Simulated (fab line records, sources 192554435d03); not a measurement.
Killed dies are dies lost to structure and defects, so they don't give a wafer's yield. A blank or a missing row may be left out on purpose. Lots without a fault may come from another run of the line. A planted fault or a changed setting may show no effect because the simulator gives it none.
A struck lot beside a sound one | flow n5_finfet | 22 steps out of a route of 1938
Sound: wafers L364.1, L364.3, L364.4. Struck: wafers L361.1, L361.2, L361.3. The cause comes at the end.
At each step with rows: each side's tool, then ch and its chambers, then its first start. Under that, the readings that differ: sound wafers | struck wafers | difference of the means | sigmas: that difference in standard deviations of wafers without a fault.
alike: readings whose means differ by less than 2 such deviations, and words and numbers that are the same on both sides. not compared: withheld readings, readings that some wafer has no value for, bounds like >300 that may hide the same value, and numbers for which the record gives no deviation and whose values overlap.
The two part at a step that has a row with sigmas, a row that says differs or no value, or rows on one side only. Numbers that don't overlap but have no deviation are shown without sigmas and don't part them. A reading that every wafer of one side lacks parts them only if that side has two wafers or more.

first, 8 steps without rows for these wafers: N5_BEOL_M1_PRE_CLEAN_60 (time 15 s); N5_BEOL_M1_CO_CAP_55 (material Co, precursor CCTBA/H2, target thk 2 nm, time 102.1 s); N5_BEOL_M1_PRE_CLEAN_56 (time 15 s); N5_BEOL_M1_DEP_57 (deposits SiCN from 3MS/NH3, target thk 8 nm, time 14 s); N5_BEOL_M2_ILD_DEP_00 (deposits SiOC from DEMS/O2, target thk 79 nm, time 15.3 s); N5_BEOL_M2_PECVD_72 (deposits SiO2 from TEOS/O2, target thk 16 nm, time 18 s); N5_BEOL_M2_HM_DEP_02 (deposits TiN, target thk 20 nm); N5_BEOL_M2_COAT_61 (time 60 s, resist thk 60 nm).
N5_BEOL_M2_COAT_62: time 60 s, resist thk 12 nm.
  sound on litho_track-01 ch 0, day 10 17:02; struck on litho_track-02 ch 0, day 10 06:47
  reading                                    | sound                | struck               | difference | sigmas
  spin_speed_rpm (rpm)                       | 1500.3 1500.1 1500.7 | 1864.5 1864.9 1867.3 | +365.2     | +99 or more
  model.SiARC_of_BEOL_M2_COAT_62.thk_nm (nm) | 12 12 12             | 10.8 10.8 10.8       | -1.2       |
then, 9 steps without rows for these wafers: N5_BEOL_M2_COAT_73 (time 60 s, resist thk 5 nm); N5_BEOL_M2_COAT_05 (resist thk 30 nm); N5_BEOL_M2_EBR_07; N5_BEOL_M2_SOFTBAKE_06 (time 60 s); N5_BEOL_M2_EXPOSE_08 (exposes mask M2); N5_BEOL_M2_PEB_09 (peb time 60 s); N5_BEOL_M2_DEVELOP_10 (develop time 30 s); N5_BEOL_M2_DESCUM_16 (chemistry O2, time 7 s); N5_BEOL_M2_ETCH_74 (etches underlayer in N2/H2, target depth 6.5 nm, time 5.2 s).
N5_BEOL_M2_ETCH_63: etches SiARC in CF4, target depth 15.6 nm, time 26 s.
  sound on rie_diel-03 ch 0,2,3, day 10 18:34; struck on rie_diel-03 ch 1,2, day 10 07:32
  reading                  | sound          | struck            | difference | sigmas
  etch_rf_on_time_s (s)    | 26.9 26.9 25.8 | 22.9 22.9 23.1    | -3.6       | -4
  model.etch.depth_nm (nm) | 11.96 12 11.96 | 10.82 10.83 10.84 | -1.14      |
  alike: bias_w, drypump_motor_current_A, oes_product_au, rf_vpp_V, showerhead_plenum_p_Torr, throttle_valve_pct
  not compared: rf_hours_counter_h
N5_BEOL_M2_ETCH_64: etches SOC in N2/H2, target depth 75 nm, overetch 22.5 nm, time 121.9 s.
  sound on rie_diel-03 ch 0,2,3, day 10 18:35; struck on rie_diel-03 ch 1,2, day 10 07:34
  reading                                    | sound       | struck | difference | sigmas
  model.SiARC_of_BEOL_M2_COAT_62.thk_nm (nm) | 6.4 6.6 6.2 | 5 5 5  | -1         |
  alike: bias_w, drypump_motor_current_A, h2_flow_sccm, oes_product_au, rf_vpp_V, showerhead_plenum_p_Torr, throttle_valve_pct
  not compared: rf_hours_counter_h
then, 1 step without rows for these wafers: N5_BEOL_M2_STRIP_65 (strips in N2/H2).
N5_BEOL_M4_RC_MEAS_101:
  sound on prober-01 ch 0, day 12 03:14; struck on prober-01 ch 0, day 11 17:29
  alike: DIBL_N, DIBL_P, IOFF_N, IOFF_P, ION_N, ION_P, SS_N, SS_P, VT_N, VT_P

WHERE THEY PART
First at N5_BEOL_M2_COAT_62; last, within this record, at N5_BEOL_M2_ETCH_63. Later steps at which nothing parts them and some readings are alike: N5_BEOL_M2_ETCH_64, N5_BEOL_M4_RC_MEAS_101.

WHY: what the simulator had put in
Process parameter drift: litho_track-02, from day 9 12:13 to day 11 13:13, at N5_BEOL_M2_COAT_62. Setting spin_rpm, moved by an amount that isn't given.
